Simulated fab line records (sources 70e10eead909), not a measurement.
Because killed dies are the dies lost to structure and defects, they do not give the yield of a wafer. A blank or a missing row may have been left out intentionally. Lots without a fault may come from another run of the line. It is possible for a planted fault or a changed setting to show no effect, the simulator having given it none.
Which tool is to blame? + flow nandHarc + 24 lots, 72 wafers sampled, at 6 steps of a route of 1159

## WHAT EACH GAUGE READ, for each wafer
No reading from a measuring or inspecting step in the record can be judged against a usual standard deviation.

## TOOL THAT RAN EACH LOT (tool first, then ch and the chambers of the sampled wafers, then the start)
| lot  | NHARC_A_WL_FILL_ALD_02             | NHARC_A_WL_FILL_ALD_10          | NHARC_A_CONTACT_ETCH_50                      | NHARC_A_CONTACT_ETCH_118           | NHARC_A_CONTACT_ETCH_120           | NHARC_A_CONTACT_ETCH_123           |
|------|------------------------------------|---------------------------------|----------------------------------------------|------------------------------------|------------------------------------|------------------------------------|
| L074 | aldMetal-03 ch 0,1,2, day 15 02:13 | aldHk-04 ch 0,1,2, day 15 18:01 | rieDiel-03 ch 0,2,3, day 16 17:40 or earlier | harCapEtch-03 ch 0,1, day 16 17:40 | harCapEtch-03 ch 0,1, day 16 17:50 | harCapEtch-03 ch 0,1, day 16 18:11 |
| L075 | aldMetal-01 ch 0,1,2, day 15 06:52 | aldHk-02 ch 1,2, day 15 19:34   | rieDiel-03 ch 1,2, day 16 23:50 or earlier   | harCapEtch-02 ch 0,1, day 16 23:50 | harCapEtch-02 ch 0,1, day 17 00:01 | harCapEtch-02 ch 0,1, day 17 00:25 |
| L078 | aldMetal-03 ch 0,1,2, day 15 06:54 | aldHk-04 ch 1,2, day 15 19:34   | rieDiel-03 ch 0,1,2, day 16 19:40 or earlier | harCapEtch-01 ch 0,1, day 16 19:40 | harCapEtch-01 ch 0,1, day 16 19:51 | harCapEtch-01 ch 0,1, day 16 20:10 |
| L076 | aldMetal-04 ch 0,3, day 15 06:59   | aldHk-02 ch 0,2,3, day 15 23:41 | rieDiel-11 ch 0,1,2, day 17 06:26 or earlier | harCapEtch-01 ch 0,1, day 17 06:26 | harCapEtch-01 ch 0,1, day 17 06:37 | harCapEtch-01 ch 0,1, day 17 06:56 |
| L077 | aldMetal-01 ch 0,1, day 15 11:50   | aldHk-01 ch 0,1,3, day 16 03:37 | rieDiel-11 ch 1,2, day 17 14:42 or earlier   | harCapEtch-01 ch 0,1, day 17 14:42 | harCapEtch-01 ch 0,1, day 17 14:53 | harCapEtch-01 ch 0,1, day 17 15:12 |
| L079 | aldMetal-01 ch 0,1, day 16 05:28   | aldHk-01 ch 1,3, day 16 16:28   | rieDiel-03 ch 2,3, day 17 20:06 or earlier   | harCapEtch-03 ch 0,1, day 17 20:06 | harCapEtch-03 ch 0,1, day 17 20:17 | harCapEtch-03 ch 0,1, day 17 20:34 |
| L081 | aldMetal-04 ch 1,2, day 16 05:37   | aldHk-04 ch 1,2,3, day 17 01:17 | rieDiel-04 ch 0,1,2, day 18 01:36 or earlier | harCapEtch-02 ch 0,1, day 18 01:36 | harCapEtch-02 ch 0,1, day 18 01:47 | harCapEtch-02 ch 0,1, day 18 02:07 |
| L080 | aldMetal-01 ch 0,1,3, day 16 10:29 | aldHk-04 ch 0,1,3, day 17 10:40 | rieDiel-03 ch 0,2,3, day 18 08:28 or earlier | harCapEtch-02 ch 0,1, day 18 08:28 | harCapEtch-02 ch 0,1, day 18 08:40 | harCapEtch-02 ch 0,1, day 18 08:56 |
| L082 | aldMetal-03 ch 1,2, day 16 22:52   | aldHk-01 ch 1,2, day 17 16:37   | rieDiel-11 ch 0,2,3, day 18 16:14 or earlier | harCapEtch-03 ch 0,1, day 18 16:14 | harCapEtch-03 ch 0,1, day 18 16:25 | harCapEtch-03 ch 0,1, day 18 16:43 |
| L083 | aldMetal-01 ch 0,1,3, day 17 12:05 | aldHk-04 ch 1,2, day 18 00:57   | rieDiel-04 ch 1,2,3, day 18 22:29 or earlier | harCapEtch-02 ch 0,1, day 18 22:29 | harCapEtch-02 ch 0,1, day 18 22:40 | harCapEtch-02 ch 0,1, day 18 22:56 |
| L084 | aldMetal-03 ch 0,1,2, day 17 12:06 | aldHk-01 ch 0,2,3, day 18 00:58 | rieDiel-03 ch 0,1, day 18 22:07 or earlier   | harCapEtch-03 ch 0,1, day 18 22:07 | harCapEtch-03 ch 0,1, day 18 22:19 | harCapEtch-03 ch 0,1, day 18 22:37 |
| L086 | aldMetal-03 ch 1,2,3, day 18 11:22 | aldHk-01 ch 0,1,2, day 19 02:16 | rieDiel-04 ch 1,2,3, day 20 04:14 or earlier | harCapEtch-02 ch 0,1, day 20 04:14 | harCapEtch-02 ch 0,1, day 20 04:25 | harCapEtch-02 ch 0,1, day 20 04:42 |
| L088 | aldMetal-04 ch 0,2,3, day 18 11:43 | aldHk-02 ch 2,3, day 19 02:46   | rieDiel-03 ch 0,3, day 20 03:26 or earlier   | harCapEtch-03 ch 0,1, day 20 03:26 | harCapEtch-03 ch 0,1, day 20 03:37 | harCapEtch-03 ch 0,1, day 20 04:01 |
| L087 | aldMetal-04 ch 0,1, day 18 18:46   | aldHk-04 ch 1,2, day 19 02:16   | rieDiel-11 ch 0,3, day 20 08:09 or earlier   | harCapEtch-01 ch 0,1, day 20 08:09 | harCapEtch-01 ch 0,1, day 20 08:20 | harCapEtch-01 ch 0,1, day 20 08:44 |
| L085 | aldMetal-04 ch 2,3, day 19 05:48   | aldHk-04 ch 0,1, day 19 16:01   | rieDiel-03 ch 0,3, day 20 16:46 or earlier   | harCapEtch-01 ch 0,1, day 20 16:46 | harCapEtch-01 ch 0,1, day 20 16:57 | harCapEtch-01 ch 0,1, day 20 17:20 |
| L093 | aldMetal-03 ch 0,1,3, day 19 09:49 | aldHk-04 ch 0,1,3, day 19 19:11 | rieDiel-03 ch 0,1,2, day 20 20:25 or earlier | harCapEtch-01 ch 0,1, day 20 20:25 | harCapEtch-01 ch 0,1, day 20 20:35 | harCapEtch-01 ch 0,1, day 20 20:52 |
| L090 | aldMetal-04 ch 0,3, day 19 09:50   | aldHk-01 ch 1,2,3, day 19 22:23 | rieDiel-11 ch 0,1,3, day 20 18:34 or earlier | harCapEtch-02 ch 0,1, day 20 18:34 | harCapEtch-02 ch 0,1, day 20 18:44 | harCapEtch-02 ch 0,1, day 20 19:01 |
| L095 | aldMetal-03 ch 0,2, day 19 10:02   | aldHk-04 ch 1,3, day 20 02:30   | rieDiel-11 ch 0,3, day 21 07:02 or earlier   | harCapEtch-03 ch 0,1, day 21 07:02 | harCapEtch-03 ch 0,1, day 21 07:13 | harCapEtch-03 ch 0,1, day 21 07:29 |
| L091 | aldMetal-01 ch 0,1, day 19 10:05   | aldHk-02 ch 0,3, day 19 21:01   | rieDiel-03 ch 0,2,3, day 21 05:01 or earlier | harCapEtch-02 ch 0,1, day 21 05:01 | harCapEtch-02 ch 0,1, day 21 05:11 | harCapEtch-02 ch 0,1, day 21 05:30 |
| L089 | aldMetal-04 ch 0,1, day 19 13:07   | aldHk-04 ch 1,3, day 20 08:32   | rieDiel-11 ch 0,2,3, day 21 13:08 or earlier | harCapEtch-01 ch 0,1, day 21 13:08 | harCapEtch-01 ch 0,1, day 21 13:19 | harCapEtch-01 ch 0,1, day 21 13:35 |
| L092 | aldMetal-03 ch 1,2,3, day 19 13:16 | aldHk-01 ch 0,1,3, day 20 10:58 | rieDiel-03 ch 0,2, day 21 12:56 or earlier   | harCapEtch-03 ch 0,1, day 21 12:56 | harCapEtch-03 ch 0,1, day 21 13:08 | harCapEtch-03 ch 0,1, day 21 13:24 |
| L094 | aldMetal-01 ch 0,3, day 20 00:07   | aldHk-04 ch 0,1,3, day 20 12:11 | rieDiel-04 ch 2,3, day 21 18:14 or earlier   | harCapEtch-02 ch 0,1, day 21 18:14 | harCapEtch-02 ch 0,1, day 21 18:25 | harCapEtch-02 ch 0,1, day 21 18:44 |
| L096 | aldMetal-04 ch 0,1,3, day 20 05:58 | aldHk-04 ch 0,2,3, day 20 20:05 | rieDiel-04 ch 0,3, day 22 03:19 or earlier   | harCapEtch-03 ch 0,1, day 22 03:19 | harCapEtch-03 ch 0,1, day 22 03:29 | harCapEtch-03 ch 0,1, day 22 03:46 |
| L097 | aldMetal-03 ch 0,1,2, day 20 06:01 | aldHk-01 ch 1,2, day 20 19:49   | rieDiel-03 ch 0,2, day 21 23:34 or earlier   | harCapEtch-01 ch 0,1, day 21 23:34 | harCapEtch-01 ch 0,1, day 21 23:45 | harCapEtch-01 ch 0,1, day 22 00:01 |
- NHARC_A_WL_FILL_ALD_02: deposits TiN, target thk 2 nm, pulse time 3 s, ald cycles 100.
- NHARC_A_WL_FILL_ALD_10: deposits SiO2, target thk 50 nm, pulse time 10 s, ald cycles 500.
- NHARC_A_CONTACT_ETCH_50: etches the open film in CF4/CHF3, target depth 84.7 nm, time 42.4 s.
- NHARC_A_CONTACT_ETCH_118: etches the open film in C4F8/O2/Ar, time 94 s, target depth 922 nm.
- NHARC_A_CONTACT_ETCH_120: etches the open film in C4F8/O2/Ar, time 94 s, target depth 922 nm.
- NHARC_A_CONTACT_ETCH_123: etches the open film in C4F8/O2/Ar, time 253 s, target depth 1090 nm.

## AS READ BY THE TOOLS THEMSELVES (means over the sampled wafers that have a number; for cases with no such wafer, the mark the record gives instead)
NHARC_A_WL_FILL_ALD_02. Usual: heaterPowerOuterW 671 W, standard deviation 50; heaterPowerW 1066 W, standard deviation 79; precursorPulseHeightRel 1.004, standard deviation 0.019.
| lot  | tool        | heaterPowerOuterW (W) | heaterPowerW (W) | precursorPulseHeightRel | flag |
|------|-------------|-----------------------|------------------|-------------------------|------|
| L074 | aldMetal-03 | 706                   | 1128             | 0.996                   |      |
| L075 | aldMetal-01 | 602                   | 968              | 0.999                   |      |
| L078 | aldMetal-03 | 703                   | 1117             | 1.019                   |      |
| L076 | aldMetal-04 | 724                   | 1144             | 0.998                   |      |
| L077 | aldMetal-01 | 578                   | 957              | 1.011                   |      |
| L079 | aldMetal-01 | 599                   | 936              | 0.994                   |      |
| L081 | aldMetal-04 | 666                   | 1019             | 1.002                   |      |
| L080 | aldMetal-01 | 610                   | 983              | 1.012                   |      |
| L082 | aldMetal-03 | 683                   | 1093             | 1.019                   |      |
| L083 | aldMetal-01 | 613                   | 973              | 1.008                   |      |
| L084 | aldMetal-03 | 690                   | 1126             | 1.007                   |      |
| L086 | aldMetal-03 | 670                   | 1080             | 1.012                   |      |
| L088 | aldMetal-04 | 711                   | 1092             | 0.998                   |      |
| L087 | aldMetal-04 | 680                   | 1084             | 1.004                   |      |
| L085 | aldMetal-04 | 688                   | 1064             | 0.988                   |      |
| L093 | aldMetal-03 | 690                   | 1126             | 1.012                   |      |
| L090 | aldMetal-04 | 713                   | 1164             | 0.982                   |      |
| L095 | aldMetal-03 | 703                   | 1121             | 1.009                   |      |
| L091 | aldMetal-01 | 598                   | 938              | 0.997                   |      |
| L089 | aldMetal-04 | 688                   | 1089             | 1.016                   |      |
| L092 | aldMetal-03 | 669                   | 1095             | 0.986                   |      |
| L094 | aldMetal-01 | 618                   | 926              | 0.992                   |      |
| L096 | aldMetal-04 | 706                   | 1112             | 1.000                   |      |
| L097 | aldMetal-03 | 705                   | 1142             | 1.019                   |      |

NHARC_A_WL_FILL_ALD_10. Usual: heaterPowerOuterW 259 W, standard deviation 27; heaterPowerW 463 W, standard deviation 37; precursorPulseHeightRel 1.000, standard deviation 0.021.
| lot  | tool     | heaterPowerOuterW (W) | heaterPowerW (W) | precursorPulseHeightRel | flag |
|------|----------|-----------------------|------------------|-------------------------|------|
| L074 | aldHk-04 | 239                   | 444              | 1.002                   |      |
| L075 | aldHk-02 | 228                   | 405              | 0.988                   |      |
| L078 | aldHk-04 | 248                   | 446              | 0.990                   |      |
| L076 | aldHk-02 | 289                   | 486              | 0.993                   |      |
| L077 | aldHk-01 | 283                   | 503              | 0.993                   |      |
| L079 | aldHk-01 | 271                   | 498              | 1.015                   |      |
| L081 | aldHk-04 | 256                   | 460              | 0.980                   |      |
| L080 | aldHk-04 | 252                   | 452              | 0.992                   |      |
| L082 | aldHk-01 | 263                   | 500              | 1.019                   |      |
| L083 | aldHk-04 | 246                   | 445              | 0.983                   |      |
| L084 | aldHk-01 | 286                   | 497              | 1.024                   |      |
| L086 | aldHk-01 | 273                   | 492              | 1.013                   |      |
| L088 | aldHk-02 | 298                   | 513              | 0.994                   |      |
| L087 | aldHk-04 | 247                   | 451              | 0.991                   |      |
| L085 | aldHk-04 | 244                   | 442              | 1.007                   |      |
| L093 | aldHk-04 | 249                   | 455              | 0.991                   |      |
| L090 | aldHk-01 | 260                   | 458              | 0.992                   |      |
| L095 | aldHk-04 | 257                   | 470              | 1.000                   |      |
| L091 | aldHk-02 | 298                   | 492              | 0.998                   |      |
| L089 | aldHk-04 | 276                   | 480              | 0.996                   |      |
| L092 | aldHk-01 | 282                   | 494              | 1.009                   |      |
| L094 | aldHk-04 | 256                   | 458              | 1.015                   |      |
| L096 | aldHk-04 | 251                   | 455              | 0.996                   |      |
| L097 | aldHk-01 | 268                   | 495              | 0.997                   |      |

NHARC_A_CONTACT_ETCH_50. Usual: biasW 200.0 W, standard deviation 0.56; drypumpMotorCurrentA 5.7 A, standard deviation 0.39; oesProductAu 0.949 a.u., standard deviation 0.021; rfVppV 371.2 V, standard deviation 2.1; showerheadPlenumPTorr 1.59 Torr, standard deviation 0.059; throttleValvePct 16.802 %, standard deviation 0.0089.
| lot  | tool       | biasW (W) | drypumpMotorCurrentA (A) | oesProductAu (a.u.) | rfVppV (V) | showerheadPlenumPTorr (Torr) | throttleValvePct (%) | flag |
|------|------------|-----------|--------------------------|---------------------|------------|------------------------------|----------------------|------|
| L074 | rieDiel-03 | 200.1     | 5.7                      | 0.923               | 370.8      | 1.58                         | 16.800               |      |
| L075 | rieDiel-03 | 200.0     | 5.5                      | 0.947               | 373.9      | 1.66                         | 16.805               |      |
| L078 | rieDiel-03 | 199.6     | 5.4                      | 0.923               | 371.3      | 1.60                         | 16.797               |      |
| L076 | rieDiel-11 | 199.4     | 5.6                      | 0.959               | 371.3      | 1.61                         | 16.798               |      |
| L077 | rieDiel-11 | 200.0     | 5.7                      | 0.986               | 372.0      | 1.62                         | 16.805               |      |
| L079 | rieDiel-03 | 200.3     | 6.0                      | 0.973               | 371.7      | 1.62                         | 16.805               |      |
| L081 | rieDiel-04 | 199.6     | 5.5                      | 0.934               | 370.2      | 1.55                         | 16.798               |      |
| L080 | rieDiel-03 | 199.8     | 5.7                      | 0.955               | 370.4      | 1.58                         | 16.806               |      |
| L082 | rieDiel-11 | 200.3     | 5.8                      | 0.977               | 371.4      | 1.61                         | 16.794               |      |
| L083 | rieDiel-04 | 200.0     | 5.6                      | 0.926               | 369.7      | 1.54                         | 16.812               |      |
| L084 | rieDiel-03 | 199.8     | 5.4                      | 0.974               | 369.4      | 1.54                         | 16.801               |      |
| L086 | rieDiel-04 | 200.3     | 5.6                      | 0.927               | 369.2      | 1.54                         | 16.801               |      |
| L088 | rieDiel-03 | 200.3     | 6.0                      | 0.961               | 371.2      | 1.57                         | 16.797               |      |
| L087 | rieDiel-11 | 199.9     | 5.5                      | 0.930               | 370.0      | 1.57                         | 16.800               |      |
| L085 | rieDiel-03 | 200.2     | 6.1                      | 0.952               | 370.9      | 1.57                         | 16.806               |      |
| L093 | rieDiel-03 | 199.9     | 5.4                      | 0.923               | 371.6      | 1.59                         | 16.803               |      |
| L090 | rieDiel-11 | 200.3     | 5.6                      | 0.929               | 371.3      | 1.58                         | 16.797               |      |
| L095 | rieDiel-11 | 200.1     | 5.5                      | 0.923               | 371.1      | 1.57                         | 16.801               |      |
| L091 | rieDiel-03 | 199.8     | 5.7                      | 0.957               | 370.6      | 1.57                         | 16.799               |      |
| L089 | rieDiel-11 | 199.8     | 5.7                      | 0.956               | 371.3      | 1.60                         | 16.803               |      |
| L092 | rieDiel-03 | 199.8     | 5.4                      | 0.936               | 370.8      | 1.57                         | 16.810               |      |
| L094 | rieDiel-04 | 200.6     | 5.8                      | 0.964               | 369.9      | 1.54                         | 16.800               |      |
| L096 | rieDiel-04 | 200.6     | 6.1                      | 0.964               | 370.4      | 1.58                         | 16.798               |      |
| L097 | rieDiel-03 | 199.8     | 5.4                      | 0.955               | 370.6      | 1.57                         | 16.808               |      |

## THE ANSWER, worked out from the rows above alone
Rule: a lot is off if the mean of its wafers that have a number lies more than 3 standard deviations from the usual mean. A lot without any number at a reading at which 4 lots or more have one is off too. The other lots that the step has rows for count as sound. After the gauges, taken in route order, come the tools' own readings; for these a lot's mean is taken, as printed above. The first step at which some lot is off is used, and at that step the reading that is off furthest; a lot without a number counts as furthest.
Across all readings shown, no lot is off: no conclusion can be drawn from this.

## WHAT THE SIMULATOR PUT IN
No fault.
